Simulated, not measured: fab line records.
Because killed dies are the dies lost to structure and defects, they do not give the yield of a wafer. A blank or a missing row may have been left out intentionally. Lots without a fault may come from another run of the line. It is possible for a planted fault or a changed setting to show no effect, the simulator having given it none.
Which tool did it? + flow nand harc + 13 lots, 39 wafers sampled, at 5 steps of a route of 1159

== WHAT THE GAUGES READ, wafer by wafer ==
NHARC_END_SORT_01. Usual: killed at array 29, standard deviation 11; killed at other 0.6, standard deviation 0.89; killed at periphery 3.8, standard deviation 2.8; killed dies 33, standard deviation 12; killed open 3.5, standard deviation 1.9; killed short 1.9, standard deviation 1.3.
| lot  | measured     | on        | killed at array | killed at other | killed at periphery | killed dies | killed open | killed short | flag |
|------|--------------|-----------|-----------------|-----------------|---------------------|-------------|-------------|--------------|------|
| L377 | day 21 06:26 | prober-01 | 41              | 2               | 5                   | 48          | 4           | 2            |      |
| L378 | day 20 21:05 | prober-02 | 15 26 30        | 1 0 0           | 2 1 1               | 18 27 31    | 5 3 5       | 0 2 2        |      |
| L380 | day 21 23:25 | prober-02 | 7 12 17         | 1 0 0           | 0 4 2               | 8 16 19     | 2 4 2       | 1 3 2        |      |
| L392 | day 23 19:59 | prober-02 | 29 28 25        | 1 1 0           | 3 6 7               | 33 35 32    | 7 7 2       | 2 2 2        |      |

== WHICH TOOL RAN EACH LOT (tool, then ch and the chambers of the sampled wafers, then the start) ==
| lot  | NHARC_A_WL_FILL_RTA_01           | NHARC_A_WL_FILL_STRIP_29           | NHARC_A_WL_FILL_CVD_23           | NHARC_A_WL_FILL_CMP_12        |
|------|----------------------------------|------------------------------------|----------------------------------|-------------------------------|
| L376 | rtp anneal-01 ch 0, day 14 22:07 | rie diel-13 ch 0,1,2, day 15 15:36 | lpcvd poly-02 ch 0, day 15 18:08 | cmp-02 ch 1,2, day 16 04:07   |
| L377 | rtp anneal-02 ch 0, day 14 22:22 | rie diel-10 ch 0,2, day 15 12:26   | lpcvd poly-04 ch 0, day 16 21:11 | cmp-02 ch 0,2,3, day 17 05:39 |
| L378 | rtp anneal-02 ch 0, day 15 07:29 | rie diel-03 ch 0,1, day 15 22:17   | lpcvd poly-02 ch 0, day 17 06:50 | cmp-03 ch 0,3, day 17 14:59   |
| L380 | rtp anneal-01 ch 0, day 16 12:26 | rie diel-10 ch 0,2,3, day 17 04:02 | lpcvd poly-01 ch 0, day 18 12:53 | cmp-02 ch 0,2,3, day 18 21:20 |
| L389 | rtp anneal-02 ch 0, day 18 01:47 | rie diel-10 ch 1,2,3, day 18 22:28 | lpcvd poly-02 ch 0, day 19 01:01 | cmp-03 ch 0,1,2, day 19 09:05 |
| L390 | rtp anneal-02 ch 0, day 18 13:26 | rie diel-13 ch 0,3, day 19 03:43   | lpcvd poly-01 ch 0, day 19 06:37 | cmp-01 ch 1,2, day 19 16:14   |
| L392 | rtp anneal-02 ch 0, day 19 06:03 | rie diel-13 ch 2,3, day 19 20:32   | lpcvd poly-01 ch 0, day 19 23:26 | cmp-03 ch 1,3, day 20 09:49   |
| L395 | rtp anneal-01 ch 0, day 19 06:07 | rie diel-10 ch 0,2, day 19 20:35   | lpcvd poly-01 ch 0, day 19 23:26 | cmp-03 ch 2,3, day 20 11:55   |
| L393 | rtp anneal-01 ch 0, day 19 13:56 | rie diel-10 ch 1,2, day 20 05:21   | lpcvd poly-01 ch 0, day 20 08:16 | cmp-01 ch 0,1, day 20 17:31   |
| L394 | rtp anneal-02 ch 0, day 20 00:33 | rie diel-13 ch 0,2,3, day 20 15:38 | lpcvd poly-02 ch 0, day 20 18:01 | cmp-02 ch 0,2, day 21 11:18   |
| L396 | rtp anneal-01 ch 0, day 20 00:33 | rie diel-03 ch 1,2,3, day 20 15:28 | lpcvd poly-02 ch 0, day 20 18:01 | cmp-01 ch 0,2,3, day 21 07:03 |
| L397 | rtp anneal-01 ch 0, day 20 00:45 | rie diel-13 ch 0,1,3, day 20 18:32 | lpcvd poly-02 ch 0, day 20 21:06 | cmp-02 ch 0,2,3, day 21 14:15 |
| L398 | rtp anneal-02 ch 0, day 20 09:28 | rie diel-13 ch 0,2,3, day 21 01:50 | lpcvd poly-01 ch 0, day 21 04:44 | cmp-01 ch 0,1,3, day 21 19:25 |
- NHARC_A_WL_FILL_RTA_01: time 5 s.
- NHARC_A_WL_FILL_STRIP_29: strips in O2, time 20 s.
- NHARC_A_WL_FILL_CVD_23: deposits poly-Si, target thk 40 nm, time 800 s.
- NHARC_A_WL_FILL_CMP_12: polishes, t overpolish 30 s, target thk 75 nm.

== AS READ BY THE TOOLS THEMSELVES (means over the sampled wafers that have a number; for cases with no such wafer, the mark the record gives instead) ==
NHARC_A_WL_FILL_RTA_01. Usual: lamp power pct 33 %, standard deviation 3.6; wafer_temp_C_max 1003.8, standard deviation 1.1.
| lot  | tool          | lamp power pct (%) | wafer_temp_C_max | flag |
|------|---------------|--------------------|------------------|------|
| L376 | rtp anneal-01 | 29                 | 1003.9           |      |
| L377 | rtp anneal-02 | 36                 | 1003.7           |      |
| L378 | rtp anneal-02 | 36                 | 1003.5           |      |
| L380 | rtp anneal-01 | 29                 | 1003.8           |      |
| L389 | rtp anneal-02 | 36                 | 1002.5           |      |
| L390 | rtp anneal-02 | 36                 | 1001.9           |      |
| L392 | rtp anneal-02 | 36                 | 1003.4           |      |
| L395 | rtp anneal-01 | 29                 | 1004.6           |      |
| L393 | rtp anneal-01 | 29                 | 1003.6           |      |
| L394 | rtp anneal-02 | 36                 | 1003.4           |      |
| L396 | rtp anneal-01 | 29                 | 1005.8           |      |
| L397 | rtp anneal-01 | 29                 | 1005.2           |      |
| L398 | rtp anneal-02 | 36                 | 1003.1           |      |

NHARC_A_WL_FILL_STRIP_29. Usual: drypump motor current A 5.51 A, standard deviation 0.29; mfc ar sccm 0.010 sccm, standard deviation 0.011; oes product au 0.997 a.u., standard deviation 0.0062; rf vpp V 57.8 V, standard deviation 0.97; showerhead plenum p Torr 3.46 Torr, standard deviation 0.15; throttle valve pct 17.036 %, standard deviation 0.0089.
| lot  | tool        | drypump motor current A (A) | mfc ar sccm (sccm) | oes product au (a.u.) | rf vpp V (V) | showerhead plenum p Torr (Torr) | throttle valve pct (%) | flag |
|------|-------------|-----------------------------|--------------------|-----------------------|--------------|---------------------------------|------------------------|------|
| L376 | rie diel-13 | 5.43                        | 0.002              | 0.997                 | 57.3         | 3.45                            | 17.041                 |      |
| L377 | rie diel-10 | 5.39                        | 0.000              | 1.001                 | 57.5         | 3.48                            | 17.033                 |      |
| L378 | rie diel-03 | 5.27                        | 0.029              | 0.996                 | 57.5         | 3.41                            | 17.037                 |      |
| L380 | rie diel-10 | 5.58                        | 0.000              | 1.000                 | 58.1         | 3.49                            | 17.037                 |      |
| L389 | rie diel-10 | 5.61                        | 0.007              | 0.996                 | 58.2         | 3.41                            | 17.037                 |      |
| L390 | rie diel-13 | 5.70                        | 0.011              | 0.987                 | 57.9         | 3.56                            | 17.031                 |      |
| L392 | rie diel-13 | 5.37                        | 0.010              | 0.995                 | 57.7         | 3.44                            | 17.041                 |      |
| L395 | rie diel-10 | 5.40                        | 0.000              | 0.993                 | 57.9         | 3.47                            | 17.035                 |      |
| L393 | rie diel-10 | 5.43                        | 0.007              | 0.991                 | 57.1         | 3.39                            | 17.033                 |      |
| L394 | rie diel-13 | 5.52                        | 0.008              | 1.000                 | 58.3         | 3.47                            | 17.046                 |      |
| L396 | rie diel-03 | 5.51                        | 0.018              | 0.995                 | 57.0         | 3.41                            | 17.036                 |      |
| L397 | rie diel-13 | 5.60                        | 0.006              | 1.000                 | 58.0         | 3.54                            | 17.031                 |      |
| L398 | rie diel-13 | 5.53                        | 0.008              | 0.999                 | 57.7         | 3.47                            | 17.036                 |      |

NHARC_A_WL_FILL_CVD_23. Usual: pressure mtorr 200.0 mTorr, standard deviation 0.41.
| lot  | tool          | pressure mtorr (mTorr) | flag |
|------|---------------|------------------------|------|
| L376 | lpcvd poly-02 | 200.2                  |      |
| L377 | lpcvd poly-04 | 199.9                  |      |
| L378 | lpcvd poly-02 | 200.0                  |      |
| L380 | lpcvd poly-01 | 199.8                  |      |
| L389 | lpcvd poly-02 | 200.3                  |      |
| L390 | lpcvd poly-01 | 199.9                  |      |
| L392 | lpcvd poly-01 | 199.3                  |      |
| L395 | lpcvd poly-01 | 200.2                  |      |
| L393 | lpcvd poly-01 | 199.7                  |      |
| L394 | lpcvd poly-02 | 200.2                  |      |
| L396 | lpcvd poly-02 | 200.4                  |      |
| L397 | lpcvd poly-02 | 199.9                  |      |
| L398 | lpcvd poly-01 | 200.2                  |      |

NHARC_A_WL_FILL_CMP_12. Usual: motor current A 12.4 A, standard deviation 1.3; overpolish run s 30.000 s, standard deviation 0.0094; time to endpoint s 15.4 s, standard deviation 1.7.
| lot  | tool   | motor current A (A) | overpolish run s (s) | time to endpoint s (s) | flag |
|------|--------|---------------------|----------------------|------------------------|------|
| L376 | cmp-02 | 13.7                | 30.001               | 16.4                   |      |
| L377 | cmp-02 | 12.6                | 30.006               | 14.3                   |      |
| L378 | cmp-03 | 13.6                | 30.004               | 12.7                   |      |
| L380 | cmp-02 | 12.2                | 29.986               | 16.5                   |      |
| L389 | cmp-03 | 11.7                | 29.997               | 16.7                   |      |
| L390 | cmp-01 | 11.0                | 29.999               | 14.8                   |      |
| L392 | cmp-03 | 13.8                | 30.000               | 14.1                   |      |
| L395 | cmp-03 | 12.1                | 29.996               | 15.0                   |      |
| L393 | cmp-01 | 12.2                | 29.990               | 15.2                   |      |
| L394 | cmp-02 | 13.2                | 30.003               | 15.6                   |      |
| L396 | cmp-01 | 11.6                | 29.994               | 14.4                   |      |
| L397 | cmp-02 | 12.5                | 29.999               | 14.9                   |      |
| L398 | cmp-01 | 12.4                | 29.998               | 16.5                   |      |

== THE ANSWER, worked out from the rows above alone ==
Rule: lot off if the mean of its wafers having a number is beyond 3 standard deviations from the usual mean. Also off: a lot with no number at a reading for which 4 or more lots have one. Where the step has rows for the other lots, those lots are counted as sound. First the gauges in route order, then the tools' own readings, where a lot's mean is used as printed above. At the first step where some lot is off, the reading lying furthest off is the one used; lots without a number count as furthest.
Nothing can be told from this: no lot is off at any reading shown.

== WHAT THE SIMULATOR HAD INSERTED ==
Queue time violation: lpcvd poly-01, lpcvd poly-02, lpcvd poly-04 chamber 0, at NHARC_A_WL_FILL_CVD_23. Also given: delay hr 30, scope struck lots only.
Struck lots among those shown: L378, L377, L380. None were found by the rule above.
